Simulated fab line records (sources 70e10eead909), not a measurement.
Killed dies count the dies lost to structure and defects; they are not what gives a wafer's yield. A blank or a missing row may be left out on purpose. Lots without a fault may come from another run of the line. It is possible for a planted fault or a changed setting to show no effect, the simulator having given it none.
Which tool did it? | flow nand harc | 24 lots with 72 wafers sampled at 4 steps, on a route of 1302 steps

## WHAT THE GAUGES SHOWED, per wafer
NHARC_P_GATE_CD_MEAS_46: target cd 720 nm. Usual: 719.6 nm for cd nm, sd 1.8.
lot  | measured     | on        | cd nm (nm)        | flag
L074 | day 5 13:23  | cd sem-01 | 719.9 719.7 718.5 |
L075 | day 5 19:42  | cd sem-03 | 722.2 719.9 722.6 |
L076 | day 6 08:34  | cd sem-03 | 720.0 719.5 715.2 |
L077 | day 6 17:06  | cd sem-03 | 718.3 720.0 720.0 |
L078 | day 7 04:56  | cd sem-02 | 718.5 719.6 717.6 |
L079 | day 7 11:47  | cd sem-03 | 718.7 715.9 719.5 |
L080 | day 7 23:53  | cd sem-03 | 719.3 721.5 719.7 |
L081 | day 8 16:05  | cd sem-01 | 719.5 717.4 719.8 |
L082 | day 8 21:28  | cd sem-02 | 720.4 719.4 721.2 |
L083 | day 9 20:44  | cd sem-02 | 716.0 718.5 718.3 |
L084 | day 10 04:58 | cd sem-02 | 724.3 721.2 719.7 |
L085 | day 10 02:57 | cd sem-02 | 720.2 721.8 722.7 |
L086 | day 10 10:46 | cd sem-01 | 720.2 720.4 719.3 |
L087 | day 11 12:03 | cd sem-03 | 719.8 721.4 722.1 |
L088 | day 11 11:47 | cd sem-02 | 717.7 719.6 719.7 |
L089 | day 11 16:07 | cd sem-03 | 720.6 719.7 719.1 |
L090 | day 12 08:35 | cd sem-02 | 714.8 717.1 719.6 |
L091 | day 12 09:38 | cd sem-02 | 718.6 714.9 717.8 |
L092 | day 12 22:22 | cd sem-01 | 718.8 719.8 717.2 |
L093 | day 13 08:58 | cd sem-03 | 720.7 721.1 720.7 |
L094 | day 13 22:58 | cd sem-03 | 719.0 720.5 718.6 |
L095 | day 14 10:22 | cd sem-02 | 719.6 721.4 719.6 |
L096 | day 14 16:14 | cd sem-02 | 722.8 717.8 718.3 |
L097 | day 14 23:23 | cd sem-03 | 719.3 720.2 720.5 |

## EACH LOT AND THE TOOL THAT RAN IT (in order: tool; ch and the chambers of the sampled wafers; start)
lot  | NHARC_P_ZERO_WELL_RTA_42         | NHARC_P_GATE_ETCH_104              | NHARC_P_GATE_STRIP_101
L074 | rtp anneal-01 ch 0, day 2 05:22  | rie diel-02 ch 0,2, day 5 01:43    | rie diel-07 ch 1,3, day 5 12:28
L075 | rtp anneal-01 ch 0, day 2 13:04  | rie diel-10 ch 0,2,3, day 5 08:01  | rie diel-10 ch 1,3, day 5 18:47
L076 | rtp anneal-02 ch 0, day 2 23:02  | rie diel-02 ch 1,2, day 5 18:41    | rie diel-02 ch 1,2, day 6 07:37
L077 | rtp anneal-02 ch 0, day 3 09:28  | rie diel-10 ch 0,2,3, day 6 05:35  | rie diel-10 ch 2,3, day 6 16:17
L078 | rtp anneal-02 ch 0, day 3 18:59  | rie diel-02 ch 0,3, day 6 17:14    | rie diel-07 ch 0,2, day 7 04:01
L079 | rtp anneal-01 ch 0, day 4 05:05  | rie diel-02 ch 0,2, day 7 00:02    | rie diel-07 ch 1,2, day 7 10:59
L080 | rtp anneal-01 ch 0, day 4 15:22  | rie diel-07 ch 1,2,3, day 7 12:14  | rie diel-02 ch 0,1,2, day 7 23:05
L081 | rtp anneal-02 ch 0, day 5 01:16  | rie diel-02 ch 0,2, day 8 04:28    | rie diel-02 ch 2,3, day 8 15:17
L082 | rtp anneal-02 ch 0, day 5 11:05  | rie diel-02 ch 0,1,2, day 8 09:55  | rie diel-02 ch 0,3, day 8 20:40
L083 | rtp anneal-02 ch 0, day 5 21:02  | rie diel-02 ch 1,3, day 9 09:00    | rie diel-10 ch 1,2,3, day 9 19:44
L084 | rtp anneal-01 ch 0, day 6 07:11  | rie diel-02 ch 1,2, day 9 15:05    | rie diel-07 ch 0,1, day 10 04:05
L085 | rtp anneal-02 ch 0, day 6 17:02  | rie diel-10 ch 0,1,3, day 9 15:14  | rie diel-10 ch 1,2,3, day 10 02:01
L086 | rtp anneal-01 ch 0, day 7 05:03  | rie diel-02 ch 0,2,3, day 9 23:06  | rie diel-10 ch 0,1,2, day 10 09:50
L087 | rtp anneal-02 ch 0, day 7 12:53  | rie diel-07 ch 0,2,3, day 11 00:17 | rie diel-02 ch 0,1,2, day 11 11:07
L088 | rtp anneal-02 ch 0, day 7 22:58  | rie diel-02 ch 0,2,3, day 11 00:00 | rie diel-07 ch 0,2, day 11 10:52
L089 | rtp anneal-01 ch 0, day 8 08:54  | rie diel-02 ch 0,1,2, day 11 04:19 | rie diel-07 ch 0,1,2, day 11 15:12
L090 | rtp anneal-02 ch 0, day 8 20:33  | rie diel-07 ch 0,2,3, day 11 20:48 | rie diel-07 ch 0,3, day 12 07:35
L091 | rtp anneal-01 ch 0, day 9 04:53  | rie diel-10 ch 0,3, day 11 21:55   | rie diel-10 ch 1,2,3, day 12 08:38
L092 | rtp anneal-02 ch 0, day 9 15:24  | rie diel-07 ch 0,2,3, day 12 10:35 | rie diel-10 ch 0,2,3, day 12 21:25
L093 | rtp anneal-01 ch 0, day 10 01:22 | rie diel-07 ch 2,3, day 12 21:10   | rie diel-02 ch 1,2, day 13 08:02
L094 | rtp anneal-02 ch 0, day 10 11:10 | rie diel-10 ch 1,2,3, day 13 11:20 | rie diel-07 ch 0,3, day 13 22:02
L095 | rtp anneal-01 ch 0, day 10 20:55 | rie diel-07 ch 0,2,3, day 13 22:42 | rie diel-02 ch 0,2,3, day 14 09:34
L096 | rtp anneal-01 ch 0, day 11 06:53 | rie diel-07 ch 0,2,3, day 14 04:40 | rie diel-02 ch 0,1,3, day 14 15:19
L097 | rtp anneal-02 ch 0, day 11 16:59 | rie diel-10 ch 0,2,3, day 14 11:43 | rie diel-02 ch 0,1,2, day 14 22:35
- NHARC_P_ZERO_WELL_RTA_42: time 300 s.
- NHARC_P_GATE_ETCH_104: etches the open film in CF4/CHF3, target depth 60 nm.
- NHARC_P_GATE_STRIP_101: strips in O2, time 20 s.

## AS READ BY THE TOOLS THEMSELVES (means over the sampled wafers that have a number; for cases with no such wafer, the mark the record gives instead)
NHARC_P_ZERO_WELL_RTA_42. Usual: lamp power pct 38 %, standard deviation 3.8; wafer_temp_C_max 1105.4, standard deviation 1.1.
lot  | tool          | lamp power pct (%) | wafer_temp_C_max | flag
L074 | rtp anneal-01 | 42                 | 1105.6           |
L075 | rtp anneal-01 | 42                 | 1105.4           |
L076 | rtp anneal-02 | 35                 | 1103.6           |
L077 | rtp anneal-02 | 35                 | 1105.1           |
L078 | rtp anneal-02 | 35                 | 1104.5           |
L079 | rtp anneal-01 | 42                 | 1106.2           |
L080 | rtp anneal-01 | 42                 | 1104.8           |
L081 | rtp anneal-02 | 35                 | 1105.2           |
L082 | rtp anneal-02 | 35                 | 1104.9           |
L083 | rtp anneal-02 | 34                 | 1106.3           |
L084 | rtp anneal-01 | 42                 | 1106.3           |
L085 | rtp anneal-02 | 35                 | 1105.4           |
L086 | rtp anneal-01 | 42                 | 1105.2           |
L087 | rtp anneal-02 | 35                 | 1105.3           |
L088 | rtp anneal-02 | 35                 | 1104.2           |
L089 | rtp anneal-01 | 42                 | 1105.8           |
L090 | rtp anneal-02 | 35                 | 1104.7           |
L091 | rtp anneal-01 | 42                 | 1106.9           |
L092 | rtp anneal-02 | 35                 | 1105.5           |
L093 | rtp anneal-01 | 42                 | 1104.6           |
L094 | rtp anneal-02 | 35                 | 1105.1           |
L095 | rtp anneal-01 | 42                 | 1105.4           |
L096 | rtp anneal-01 | 42                 | 1105.4           |
L097 | rtp anneal-02 | 35                 | 1106.4           |

NHARC_P_GATE_ETCH_104. Usual: chamber pressure mTorr 24.999 mTorr, standard deviation 0.02; drypump motor current A 5.6 A, standard deviation 0.41; oes product au 0.952 a.u., standard deviation 0.022; rf vpp V 370.8 V, standard deviation 2.2; showerhead plenum p Torr 1.58 Torr, standard deviation 0.066; throttle valve pct 16.802 %, standard deviation 0.0084.
lot  | tool        | chamber pressure mTorr (mTorr) | drypump motor current A (A) | oes product au (a.u.) | rf vpp V (V) | showerhead plenum p Torr (Torr) | throttle valve pct (%) | flag
L074 | rie diel-02 | 25.019                         | 5.7                         | 0.929                 | 370.3        | 1.58                            | 16.804                 |
L075 | rie diel-10 | 25.002                         | 5.5                         | 0.921                 | 370.2        | 1.55                            | 16.802                 |
L076 | rie diel-02 | 24.981                         | 5.2                         | 0.924                 | 370.4        | 1.57                            | 16.797                 |
L077 | rie diel-10 | 24.994                         | 5.4                         | 0.948                 | 369.4        | 1.55                            | 16.806                 |
L078 | rie diel-02 | 25.000                         | 5.9                         | 0.952                 | 370.2        | 1.58                            | 16.802                 |
L079 | rie diel-02 | 25.002                         | 5.7                         | 0.960                 | 370.8        | 1.58                            | 16.811                 |
L080 | rie diel-07 | 24.998                         | 5.9                         | 0.951                 | 372.3        | 1.63                            | 16.809                 |
L081 | rie diel-02 | 25.002                         | 5.7                         | 0.931                 | 370.2        | 1.58                            | 16.796                 |
L082 | rie diel-02 | 24.998                         | 5.4                         | 0.971                 | 370.0        | 1.56                            | 16.800                 |
L083 | rie diel-02 | 25.004                         | 5.7                         | 0.916                 | 370.6        | 1.58                            | 16.800                 |
L084 | rie diel-02 | 25.008                         | 5.1                         | 0.966                 | 369.7        | 1.54                            | 16.800                 |
L085 | rie diel-10 | 24.996                         | 5.8                         | 0.969                 | 368.4        | 1.52                            | 16.807                 |
L086 | rie diel-02 | 24.996                         | 5.7                         | 0.968                 | 370.9        | 1.59                            | 16.805                 |
L087 | rie diel-07 | 25.011                         | 5.9                         | 0.960                 | 371.6        | 1.59                            | 16.798                 |
L088 | rie diel-02 | 25.007                         | 5.7                         | 0.973                 | 371.8        | 1.59                            | 16.804                 |
L089 | rie diel-02 | 25.000                         | 5.4                         | 0.975                 | 369.3        | 1.56                            | 16.804                 |
L090 | rie diel-07 | 24.969                         | 5.9                         | 0.975                 | 371.8        | 1.59                            | 16.813                 |
L091 | rie diel-10 | 25.019                         | 5.7                         | 0.964                 | 367.4        | 1.48                            | 16.801                 |
L092 | rie diel-07 | 24.997                         | 5.9                         | 0.951                 | 372.1        | 1.59                            | 16.804                 |
L093 | rie diel-07 | 25.029                         | 5.7                         | 0.930                 | 371.8        | 1.62                            | 16.795                 |
L094 | rie diel-10 | 24.997                         | 5.4                         | 0.926                 | 370.6        | 1.59                            | 16.799                 |
L095 | rie diel-07 | 25.009                         | 5.9                         | 0.972                 | 371.1        | 1.59                            | 16.801                 |
L096 | rie diel-07 | 24.993                         | 5.9                         | 0.968                 | 370.8        | 1.59                            | 16.809                 |
L097 | rie diel-10 | 24.982                         | 5.4                         | 0.952                 | 368.9        | 1.54                            | 16.804                 |

NHARC_P_GATE_STRIP_101. Usual: chamber pressure mTorr 60.00 mTorr, standard deviation 0.053; drypump motor current A 5.7 A, standard deviation 0.43; oes product au 1.000 a.u., standard deviation 0.0088; rf vpp V 57.8 V, standard deviation 1; showerhead plenum p Torr 3.55 Torr, standard deviation 0.15; throttle valve pct 17.034 %, standard deviation 0.0087.
lot  | tool        | chamber pressure mTorr (mTorr) | drypump motor current A (A) | oes product au (a.u.) | rf vpp V (V) | showerhead plenum p Torr (Torr) | throttle valve pct (%) | flag
L074 | rie diel-07 | 60.06                          | 6.1                         | 0.986                 | 58.1         | 3.66                            | 17.032                 |
L075 | rie diel-10 | 59.97                          | 5.8                         | 1.008                 | 57.4         | 3.52                            | 17.033                 |
L076 | rie diel-02 | 60.00                          | 5.1                         | 0.997                 | 58.0         | 3.46                            | 17.030                 |
L077 | rie diel-10 | 59.98                          | 5.1                         | 0.995                 | 57.3         | 3.61                            | 17.029                 |
L078 | rie diel-07 | 60.01                          | 5.8                         | 0.996                 | 58.0         | 3.63                            | 17.032                 |
L079 | rie diel-07 | 60.07                          | 5.8                         | 0.999                 | 58.4         | 3.78                            | 17.027                 |
L080 | rie diel-02 | 60.00                          | 5.4                         | 1.002                 | 56.4         | 3.49                            | 17.041                 |
L081 | rie diel-02 | 59.97                          | 5.8                         | 0.995                 | 58.1         | 3.59                            | 17.032                 |
L082 | rie diel-02 | 59.99                          | 5.9                         | 1.003                 | 57.9         | 3.57                            | 17.037                 |
L083 | rie diel-10 | 59.96                          | 5.4                         | 1.004                 | 57.9         | 3.56                            | 17.033                 |
L084 | rie diel-07 | 59.98                          | 6.0                         | 1.006                 | 57.5         | 3.71                            | 17.047                 |
L085 | rie diel-10 | 59.97                          | 5.4                         | 1.005                 | 57.6         | 3.56                            | 17.033                 |
L086 | rie diel-10 | 60.01                          | 5.5                         | 1.002                 | 57.3         | 3.55                            | 17.034                 |
L087 | rie diel-02 | 60.00                          | 5.4                         | 1.003                 | 57.8         | 3.49                            | 17.035                 |
L088 | rie diel-07 | 60.00                          | 5.9                         | 0.997                 | 58.1         | 3.63                            | 17.030                 |
L089 | rie diel-07 | 59.97                          | 5.8                         | 0.997                 | 59.6         | 3.70                            | 17.029                 |
L090 | rie diel-07 | 59.96                          | 6.1                         | 0.997                 | 57.8         | 3.50                            | 17.038                 |
L091 | rie diel-10 | 60.01                          | 5.5                         | 0.999                 | 57.0         | 3.56                            | 17.039                 |
L092 | rie diel-10 | 60.02                          | 5.5                         | 0.991                 | 57.0         | 3.46                            | 17.035                 |
L093 | rie diel-02 | 60.01                          | 5.3                         | 1.006                 | 57.7         | 3.51                            | 17.039                 |
L094 | rie diel-07 | 59.96                          | 6.1                         | 1.002                 | 58.5         | 3.50                            | 17.030                 |
L095 | rie diel-02 | 59.98                          | 5.7                         | 1.005                 | 57.5         | 3.56                            | 17.028                 |
L096 | rie diel-02 | 60.02                          | 5.6                         | 0.995                 | 58.4         | 3.51                            | 17.028                 |
L097 | rie diel-02 | 60.02                          | 5.4                         | 1.004                 | 57.9         | 3.49                            | 17.037                 |

## THE ANSWER, worked out from the rows above alone
Rule: a lot counts as off when the mean over its wafers that have a number is more than 3 standard deviations away from the usual mean. A lot without any number at a reading at which 4 lots or more have one is off too. The other lots that the step has rows for count as sound. After the gauges, taken in route order, come the tools' own readings; for these a lot's mean is taken, as printed above. The first step at which some lot is off is used, and at that step the reading that is off furthest; a lot without a number counts as furthest.
None of the lots is off at any reading shown; this tells nothing.

## WHAT THE SIMULATOR HAD INSERTED
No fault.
